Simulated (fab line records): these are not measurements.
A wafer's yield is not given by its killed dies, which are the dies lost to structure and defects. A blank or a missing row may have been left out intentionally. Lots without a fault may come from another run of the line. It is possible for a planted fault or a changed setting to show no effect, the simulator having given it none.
fab line records	flow n5_finfet
[record] lots = 12	wafers = 32	last_day = 17
route steps=1938 shown SDB@371 TV_OPEN@1889 PASSIVATION@1905
lots that met no fault: taken from a fault-free run of the same line
start_h: the number of hours between the record's first day and the start of the first shown wafer of the lot	wait_h: how many hours have passed since the lot's step before this one	" repeats the value in the row above	L1.1+2: a single row standing in for several wafers	- no value, or no start was given	* or withheld: withheld	< > ~ a bound
route shown NAME@n: NAME is a module with steps in the file, n the number in the route of the first one	usual: the fault-free wafers' mean and standard deviation	same: alike in all rows	chamber/n: place in a boat	sites: per-site readings	_std_site: the standard deviation of these	_edge_site: outer sites' mean less inner sites'	radius_mm: how far each site lies from the wafer's centre	mask NAME#n: copy n	behind: tool/chamber where the wafer was last shaped	hold: the reason the lot was held/the length of the hold in hours/how it ended	device: the transistor (n, p or np) that didn't switch	end of line: the route-end tests of the same wafers	a step given without rows: its recipe and nothing more	killed: at the first sort, the dies lost to defects and structure; wafer yield is something else	map: a wafer's dies, marking killed ones x, the rest . and places with no die _
set.NAME: the setting as run; set.NAME@STEP: as run at that earlier step	model.NAME: the simulator's own value behind a step, which no gauge read
steps of the route over a sample of lots; a table a step, a row a wafer
services: when a tool's chamber went out of use (start_h, in hours from the record's first day, below 0 if earlier), for how many hours, and the reason
[[steps]]
[step N5_SDB_PRECLEAN_39]
[recipe] chemistry = O3/DIW	time_s = 45	temp_c = 22	o3_ppm = 10
[usual] bath_heat_duty_pct = 2.4/0.41
lot.wafer	tool	chamber	start_h	wait_h	bath_heat_duty_pct
L814.2	wet_bench-01	5	75.43	0.0	2.2
L814.6	"	2	"	"	2.4
L816.2	wet_bench-02	6	86.52	0.0	2.3
L816.3	"	5	"	"	1.8
L817.1	wet_bench-01	2	93.87	0.0	1.7
L817.4	"	3	"	"	1.8
L817.6	"	5	"	"	2.3
L818.1	wet_bench-02	1	96.07	0.0	2.8
L818.2	"	3	"	"	2.9
L818.3	"	0	"	"	3.3
L819.1	wet_bench-02	7	102.69	0.0	1.6
L819.5	"	0	"	"	2.6
L819.6	"	4	"	"	2.7
L821.1	wet_bench-02	5	115.46	0.0	2.2
L821.3	"	6	"	"	2.9
L825.1	wet_bench-01	5	142.58	0.0	2.1
L825.5	"	6	"	"	2.7
L828.1	wet_bench-02	5	156.84	0.0	2.7
L828.2	"	2	"	"	2.8
L828.5	"	1	"	"	2.2
L829.2	wet_bench-02	6	162.05	0.0	2.0
L829.4	"	7	"	"	2.3
L829.6	"	0	"	"	3.0
L830.1	wet_bench-04	4	168.32	0.0	1.9
L830.2	"	2	"	"	2.7
L830.6	"	5	"	"	2.8
L834.1	wet_bench-01	1	193.52	0.0	2.6
L834.3	"	0	"	"	2.5
L834.6	"	7	"	"	2.7
L836.1	wet_bench-01	1	202.31	0.0	2.7
L836.3	"	3	"	"	2.3
L836.6	"	5	"	"	1.6
[step N5_PASSIVATION_STRIP_14]
[recipe] chemistry = O2	power_w = 600	temp_c = 60	pressure_mtorr = 30	rf_frequency_hz = 6e+07	bias_power_w = 0	overash_fraction = 0.5	o2_flow_sccm = 225
[usual] drypump_motor_current_A = 5.8/0.35	oes_product_au = 0.77/0.099	rf_vpp_V = 3.7/0.88	showerhead_plenum_p_Torr = 2.08/0.076	throttle_valve_pct = 16.75/0.23
lot.wafer	tool	chamber	start_h	wait_h	drypump_motor_current_A	oes_product_au	rf_hours_counter_h	rf_vpp_V	showerhead_plenum_p_Torr	throttle_valve_pct
L814.2	rie_diel-01	3	270.70	0.1	5.4	0.70	201	4.1	2.08	16.83
L814.6	"	1	"	"	5.5	0.72	-	4.6	2.07	16.93
L816.2	rie_diel-03	1	279.59	0.1	6.3	0.73	193	2.2	2.14	16.92
L816.3	"	0	"	"	5.7	0.70	212	3.2	2.19	16.98
L817.1	rie_diel-01	1	283.53	0.1	5.4	0.70	227	2.9	2.07	16.91
L817.4	"	3	"	"	5.4	0.69	-	6.7	2.08	16.79
L817.6	"	2	"	"	6.3	0.72	-	2.4	1.99	16.63
L818.1	rie_diel-01	3	289.91	0.1	5.4	0.69	209	4.1	2.08	16.80
L818.2	"	2	"	"	6.2	0.72	191	3.8	1.99	16.70
L818.3	"	1	"	"	5.5	0.71	229	3.6	2.07	16.93
L819.1	rie_diel-03	2	294.41	0.1	6.0	0.95	24	4.3	2.24	16.75
L819.5	"	2	"	"	6.0	0.94	-	4.4	2.24	16.76
L819.6	"	3	"	"	5.8	0.71	-	4.1	1.99	16.81
L821.1	rie_diel-01	3	319.55	0.1	5.4	0.69	219	2.9	2.07	16.86
L821.3	"	1	"	"	5.5	0.70	239	3.1	2.06	16.97
L825.1	rie_diel-03	3	341.53	0.1	5.7	0.69	239	3.4	1.99	16.88
L825.5	"	2	"	"	6.0	0.91	-	4.3	2.23	16.79
L828.1	rie_diel-01	3	345.84	0.1	5.4	0.68	226	4.3	2.07	16.81
L828.2	"	2	"	"	6.3	0.71	208	3.1	1.98	16.67
L828.5	"	1	"	"	5.5	0.70	-	4.9	2.06	16.98
L830.1	rie_diel-03	3	363.67	0.1	5.7	0.69	244	4.5	1.99	16.88
L830.2	"	0	"	"	5.7	0.69	237	5.4	2.18	17.01
L830.6	"	2	"	"	6.0	0.90	-	3.8	2.23	16.77
L829.2	rie_diel-01	3	363.71	0.1	5.4	0.68	231	3.0	2.07	16.87
L829.4	"	0	"	"	5.7	0.92	-	3.7	2.08	16.32
L829.6	"	2	"	"	6.3	0.71	-	5.2	1.98	16.70
L834.1	rie_diel-02	0	387.12	0.1	6.3	1.00	6	4.9	2.02	16.39
L834.3	"	1	"	"	5.8	0.83	92	2.6	2.04	16.58
L834.6	"	0	"	"	6.3	0.99	-	3.2	2.02	16.37
L836.1	rie_diel-02	1	403.15	0.1	5.8	0.83	96	4.9	2.03	16.58
L836.3	"	0	"	"	6.3	0.97	10	4.1	2.02	16.38
L836.6	"	2	"	"	5.1	0.91	-	4.2	2.06	16.69
[step N5_PASSIVATION_CD_MEAS_30]
[recipe] target_cd_nm = 4000	landing_energy_ev = 500	detector = se_inlens	polarity = opening
[usual] cd_nm = 3999.5/2.2
lot.wafer	tool	chamber	start_h	wait_h	cd_nm
L814.2	cd_sem-02	0	271.76	-	3997.5
L814.6	"	0	"	"	4003.8
L816.2	cd_sem-03	0	280.87	-	3998.4
L816.3	"	0	"	"	3997.3
L817.1	cd_sem-02	0	284.61	-	3999.1
L817.4	"	0	"	"	3999.6
L817.6	"	0	"	"	4003.6
L818.1	cd_sem-01	0	291.37	-	4001.8
L818.2	"	0	"	"	3997.8
L818.3	"	0	"	"	3998.9
L819.1	cd_sem-03	0	295.50	-	4000.2
L819.5	"	0	"	"	3997.0
L819.6	"	0	"	"	3992.9
L821.1	cd_sem-03	0	320.71	-	3997.5
L821.3	"	0	"	"	3997.6
L825.1	cd_sem-03	0	343.28	-	3997.8
L825.5	"	0	"	"	4000.1
L828.1	cd_sem-01	0	346.81	-	4001.2
L828.2	"	0	"	"	4002.1
L828.5	"	0	"	"	3999.9
L830.1	cd_sem-01	0	364.84	-	4002.1
L830.2	"	0	"	"	4000.5
L830.6	"	0	"	"	4000.0
L829.2	cd_sem-03	0	364.90	-	4002.5
L829.4	"	0	"	"	3996.3
L829.6	"	0	"	"	4002.7
L834.1	cd_sem-03	0	388.17	-	3997.8
L834.3	"	0	"	"	3998.5
L834.6	"	0	"	"	3998.5
L836.1	cd_sem-01	0	404.03	-	4001.5
L836.3	"	0	"	"	4000.5
L836.6	"	0	"	"	3999.4
[step N5_PASSIVATION_DESCUM_46]
[recipe] chemistry = O2	time_s = 7.9	source_power_w = 50	bias_power_w = 20	pressure_mtorr = 20	rf_frequency_hz = 2.712e+07	temp_c = 40	o2_flow_sccm = 225
[usual] drypump_motor_current_A = 5.7/0.43	oes_product_au = 0.81/0.091	rf_vpp_V = 243.4/1.3	showerhead_plenum_p_Torr = 2.10/0.062	throttle_valve_pct = 20.26/0.22
lot.wafer	tool	chamber	start_h	wait_h	drypump_motor_current_A	oes_product_au	rf_hours_counter_h	rf_vpp_V	showerhead_plenum_p_Torr	throttle_valve_pct
L814.2	rie_diel-05	1	274.10	0.1	5.2	0.93	26	243.2	2.14	20.25
L814.6	"	3	"	"	5.6	0.85	-	243.9	2.22	20.33
L816.2	rie_diel-06	1	283.01	0.3	6.2	0.99	1	242.6	2.07	20.13
L816.3	"	3	"	"	5.8	0.71	226	243.3	2.03	20.43
L817.1	rie_diel-05	0	286.75	0.0	6.1	0.71	229	245.1	2.13	20.10
L817.4	"	2	"	"	6.3	0.77	134	243.4	2.21	20.56
L817.6	"	3	"	"	5.6	0.84	-	245.8	2.22	20.32
L818.1	rie_diel-04	2	293.20	0.0	4.8	0.91	20	244.1	2.14	20.49
L818.2	"	3	"	"	5.4	0.86	47	242.3	2.06	20.46
L818.3	"	0	"	"	5.9	0.86	60	242.6	2.04	20.23
L819.1	rie_diel-04	1	297.50	0.0	5.1	0.93	17	244.0	2.14	20.57
L819.5	"	1	"	"	5.1	0.93	-	242.6	2.14	20.58
L819.6	"	0	"	"	5.9	0.86	-	243.0	2.04	20.20
L821.1	rie_diel-04	2	323.11	0.5	4.8	0.90	31	242.5	2.14	20.51
L821.3	"	3	"	"	5.4	0.85	56	242.5	2.06	20.44
L825.1	rie_diel-06	2	345.99	0.9	6.1	0.71	228	244.8	2.15	20.03
L825.5	"	1	"	"	6.1	0.92	-	244.4	2.06	20.15
L828.1	rie_diel-04	3	349.59	0.4	5.3	0.84	65	240.9	2.06	20.46
L828.2	"	2	"	"	4.8	0.89	39	243.1	2.14	20.52
L828.5	"	3	"	"	5.4	0.84	-	242.8	2.06	20.46
L830.1	rie_diel-04	1	367.03	0.2	5.1	0.89	32	244.3	2.13	20.60
L830.2	"	2	"	"	4.8	0.87	47	243.7	2.13	20.53
L830.6	"	1	"	"	5.1	0.88	-	244.3	2.13	20.60
L829.2	rie_diel-06	0	367.13	0.2	5.7	0.71	199	242.9	2.04	20.08
L829.4	"	1	"	"	6.2	0.90	-	241.3	2.06	20.16
L829.6	"	2	"	"	6.1	0.69	-	243.3	2.15	20.04
L834.1	rie_diel-05	2	390.23	0.0	6.4	0.74	174	243.4	2.19	20.62
L834.3	"	0	"	"	6.1	0.97	5	245.6	2.12	19.88
L834.6	"	3	"	"	5.6	0.79	-	245.6	2.21	20.40
L836.1	rie_diel-06	3	406.39	0.3	5.8	0.94	11	242.2	2.02	19.97
L836.3	"	2	"	"	6.1	0.68	250	242.7	2.14	20.06
L836.6	"	2	"	"	6.0	0.68	-	243.6	2.14	20.05
[step N5_PASSIVATION_PROBE_49]
[usual] defect_limited_yield = 91.8/1.5	killed_at_M0_to_M3 = 33/11	killed_at_M4_up = 13/5	killed_at_contacts = 11/5.6	killed_at_front_end = 36/12	killed_at_other = 3.4/2.5	killed_dies = 97/18	killed_open = 64/13	killed_short = 31/6.9	sort_bin_4_leakage = 0.01/0.048	sort_bin_5_function = 4.8/1	sort_bin_6_memory = 3.1/0.64	sort_n_pass = 1083/18	sort_yield_pct = 91.8/1.5
[same] gross_dies = 1180	killed_at_back_side = 0	sort_bin_8_speed[%] = 0
lot.wafer	tool	chamber	start_h	wait_h	defect_limited_yield[%]	killed_at_M0_to_M3	killed_at_M4_up	killed_at_contacts	killed_at_front_end	killed_at_other	killed_dies	killed_open	killed_short	sort_bin_4_leakage[%]	sort_bin_5_function[%]	sort_bin_6_memory[%]	sort_n_pass	sort_yield_pct[%]
L817.1	prober-01	-	289.89	0.0	91.7	37	2	10	46	3	98	68	30	0	4.0	4.1	1082	91.7
L817.4	prober-01	-	290.04	0.2	91.8	27	10	13	45	2	97	62	34	0	5.1	2.8	1083	91.8
L817.6	prober-01	-	290.14	0.3	93.5	24	5	13	33	2	77	50	26	0	4.0	2.5	1103	93.5
L825.1	prober-01	-	349.03	0.0	92.5	27	7	13	38	3	88	55	32	0	4.3	2.9	1092	92.5
L825.5	prober-01	-	349.23	0.2	93.1	23	17	14	27	1	82	53	25	0	3.6	2.9	1098	93.1
L828.1	prober-02	-	352.65	0.0	77.5	43	11	9	197	5	265	74	38	0	13.9	4.7	915	77.5
L828.2	prober-02	-	352.70	0.1	74.0	48	12	16	230	1	307	104	56	0	15.8	5.7	873	74.0
L828.5	prober-02	-	352.85	0.2	80.7	41	14	1	171	1	228	60	44	0	10.7	4.8	952	80.7
L829.2	prober-01	-	370.22	0.1	76.6	41	22	16	192	5	276	70	38	0	12.8	5.8	904	76.6
L829.4	prober-01	-	370.32	0.2	78.1	29	19	22	183	6	259	74	32	0	12.5	4.9	921	78.1
L829.6	prober-01	-	370.42	0.3	84.3	19	12	10	139	5	185	58	31	0	7.6	4.2	995	84.3
// killed by level:class
L817.1 FIN_SAQP:geometric_particle:open=15 BEOL_M1:geometric_particle:open=10 FIN_SAQP:geometric_particle:short=8 MOL_CONTACT_COAG:geometric_particle:open=8 BEOL_M3:geometric_particle:open=8 STI_FIN_REVEAL:geometric_particle:open=5 BEOL_M0_SAQP:geometric_particle:open=5 BEOL_M0_SAQP:geometric_particle:short=5
L817.4 MOL_CONTACT_COAG:geometric_particle:open=13 FIN_SAQP:geometric_particle:open=10 GATE_CUT:geometric_particle:short=8 STI_FIN_REVEAL:geometric_particle:open=6 BEOL_M0_SAQP:geometric_particle:short=6 BEOL_M0_SAQP:geometric_particle:open=6 BEOL_M2:geometric_particle:open=6 STARTING-WAFER:geometric_particle:short=5
L817.6 MOL_CONTACT_COAG:geometric_particle:open=11 BEOL_M0_SAQP:geometric_particle:short=8 FIN_SAQP:geometric_particle:short=7 FIN_SAQP:geometric_particle:open=6 BEOL_M0_SAQP:geometric_particle:open=6 GATE_CUT:geometric_particle:open=5 BEOL_M3:geometric_particle:open=4 STI_FIN_REVEAL:geometric_particle:open=3
L825.1 FIN_SAQP:geometric_particle:short=12 MOL_CONTACT_COAG:geometric_particle:open=11 BEOL_M1:geometric_particle:open=7 FIN_SAQP:geometric_particle:open=6 STI_FIN_REVEAL:geometric_particle:open=6 BEOL_M2:geometric_particle:open=6 DUMMY_GATE:geometric_particle:open=4 BEOL_M0_SAQP:geometric_particle:open=4
L825.5 MOL_CONTACT_COAG:geometric_particle:open=11 BEOL_M2:geometric_particle:open=8 DUMMY_GATE:geometric_particle:open=6 BEOL_M0_SAQP:geometric_particle:short=5 BEOL_M4:geometric_particle:open=5 FIN_SAQP:geometric_particle:open=4 BEOL_M8:geometric_particle:open=4 FIN_SAQP:geometric_particle:short=3
L828.1 SDB:unspecified=151 FIN_SAQP:geometric_particle:open=15 BEOL_M0_SAQP:geometric_particle:open=15 BEOL_M0_SAQP:geometric_particle:short=12 MOL_CONTACT_COAG:geometric_particle:open=7 STI_FIN_REVEAL:geometric_particle:open=5 DUMMY_GATE:geometric_particle:open=5 FIN_SAQP:geometric_particle:short=4
L828.2 SDB:unspecified=146 FIN_SAQP:geometric_particle:open=27 FIN_SAQP:geometric_particle:short=16 STI_FIN_REVEAL:geometric_particle:open=13 BEOL_M0_SAQP:geometric_particle:short=13 GATE_CUT:geometric_particle:open=12 MOL_CONTACT_COAG:geometric_particle:open=11 BEOL_M0_SAQP:geometric_particle:open=9
L828.5 SDB:unspecified=121 FIN_SAQP:geometric_particle:open=10 FIN_SAQP:geometric_particle:short=10 BEOL_M0_SAQP:geometric_particle:short=9 BEOL_M1:geometric_particle:open=8 BEOL_M3:geometric_particle:open=7 GATE_CUT:geometric_particle:short=5 GATE_CUT:geometric_particle:open=5
L829.2 SDB:unspecified=162 MOL_CONTACT_COAG:geometric_particle:open=15 BEOL_M1:geometric_particle:open=10 FIN_SAQP:geometric_particle:short=8 BEOL_M0_SAQP:geometric_particle:short=7 BEOL_M3:geometric_particle:open=7 BEOL_M0_SAQP:geometric_particle:open=5 BEOL_M4:geometric_particle:open=5
L829.4 SDB:unspecified=151 MOL_CONTACT_COAG:geometric_particle:open=19 BEOL_M4:geometric_particle:open=10 FIN_SAQP:geometric_particle:short=7 BEOL_M0_SAQP:geometric_particle:open=7 STI_FIN_REVEAL:geometric_particle:open=6 BEOL_M1:geometric_particle:open=6 FIN_SAQP:geometric_particle:open=5
L829.6 SDB:unspecified=90 STI_FIN_REVEAL:geometric_particle:open=11 FIN_SAQP:geometric_particle:short=10 MOL_CONTACT_COAG:geometric_particle:open=10 BEOL_M4:geometric_particle:open=7 BEOL_M1:geometric_particle:open=7 DUMMY_GATE:geometric_particle:open=6 HKMG_FIN:area_etch=5
[[services]]
tool	chamber	start_h	hours	kind
rie_diel-01	2	53.35	6.5	repair
rie_diel-04	0	55.45	12.6	repair
rie_diel-06	1	80.31	8.1	repair
rie_diel-06	0	81.71	7.0	repair
rie_diel-06	3	86.99	2.4	repair
rie_diel-06	2	88.53	27.7	repair
rie_diel-01	2	96.68	7.6	repair
wet_bench-04	-	96.88	1.9	pm
rie_diel-01	0	137.19	2.4	repair
rie_diel-01	3	176.74	8.3	repair
rie_diel-06	0	207.22	4.4	repair
rie_diel-04	2	217.90	5.7	repair
rie_diel-05	0	230.90	5.1	repair
rie_diel-03	-	234.90	15.6	pm
rie_diel-06	3	245.02	16.7	repair
wet_bench-01	-	284.72	2.6	repair
rie_diel-01	-	300.50	2.8	pm
rie_diel-06	2	302.78	3.3	repair
rie_diel-04	3	307.04	5.2	repair
rie_diel-04	1	324.53	5.2	repair
rie_diel-05	2	336.31	4.8	repair
wet_bench-02	-	337.91	2.9	repair
rie_diel-05	0	379.50	2.6	repair
rie_diel-06	-	388.03	0.2	repair
[[key]]
[first_sign] step = N5_PASSIVATION_PROBE_49	reading = killed_at_front_end	direction = up	sigmas = 12	usual = 36	struck = 185
[effect] step = N5_PASSIVATION_PROBE_49	reading = defect_limited_yield	direction = down	sigmas = 8.8	usual = 91.8	struck = 78.5
[more_kills_born_at] N5_SDB_PRECLEAN_39@wet_bench-02 = 821
met_at N5_SDB_PRECLEAN_39
struck_lots L828,L829
not_acting_at N5_PASSIVATION_STRIP_14,N5_PASSIVATION_CD_MEAS_30,N5_PASSIVATION_DESCUM_46
onset_between 115.46 156.84
[fault] kind = chamber_particle_source	tool = wet_bench-02	chamber = -	onset_h = 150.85	steps = N5_SDB_PRECLEAN_39	rate_per_visit_cm2 = 1.917	end_h = 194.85
